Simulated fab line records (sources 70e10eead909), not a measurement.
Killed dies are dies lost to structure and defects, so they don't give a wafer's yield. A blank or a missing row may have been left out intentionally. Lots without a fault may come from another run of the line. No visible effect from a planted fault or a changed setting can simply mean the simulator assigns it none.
Chamber matching + flow nand_harc + 4 sister chambers for NHARC_P_CONTACT_CMP_01 on cmp-02
The step polishes SiO2, target thk 200 nm. 4 wafers are shown with their chamber, then 7 later ones without.

## WAFERS PAIRED WITH THEIR CHAMBERS
| wafer  | chamber | motor_current_A (A) |
|--------|---------|---------------------|
| L087.1 | 3       | 13.4                |
| L087.3 | 0       | 9.6                 |
| L090.1 | 2       | 14.4                |
| L090.2 | 1       | 11.2                |

## WAFERS MISSING THEIR CHAMBER
| wafer  | motor_current_A (A) |
|--------|---------------------|
| L090.4 | 9.9                 |
| L095.1 | 9.7                 |
| L095.3 | 11.0                |
| L095.6 | 8.8                 |
| L095.2 | 13.1                |
| L095.4 | 13.4                |
| L095.5 | 10.5                |

## EACH ONE'S CHAMBER
| wafer  | from the rows above     | in truth                   |
|--------|-------------------------|----------------------------|
| L090.4 | 0                       | 0                          |
| L095.1 | 0                       | 0                          |
| L095.3 | 1                       | 1                          |
| L095.6 | 0                       | 0                          |
| L095.2 | 3                       | 3                          |
| L095.4 | 3                       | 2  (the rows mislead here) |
| L095.5 | can't be placed: 1 or 0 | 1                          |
5 of 7 placed correctly. Cannot be placed on the basis of these rows: 1; the candidates contain the true chamber in 1. Wrongly placed: 1.
How it was worked out, from the rows above alone: a wafer's distance from a chamber is the root of the sum, over the readings, of the square of ((its reading less the chamber's mean) divided by the reading's scatter). The wafer belongs to the nearest chamber; if the next one is less than 2 further off, it can't be placed. For every chamber, the mean is computed from those of its wafers that are shown. The scatter: with one shown wafer a chamber, the root of the mean of the squares of how far each hidden wafer lies from its nearest shown one.
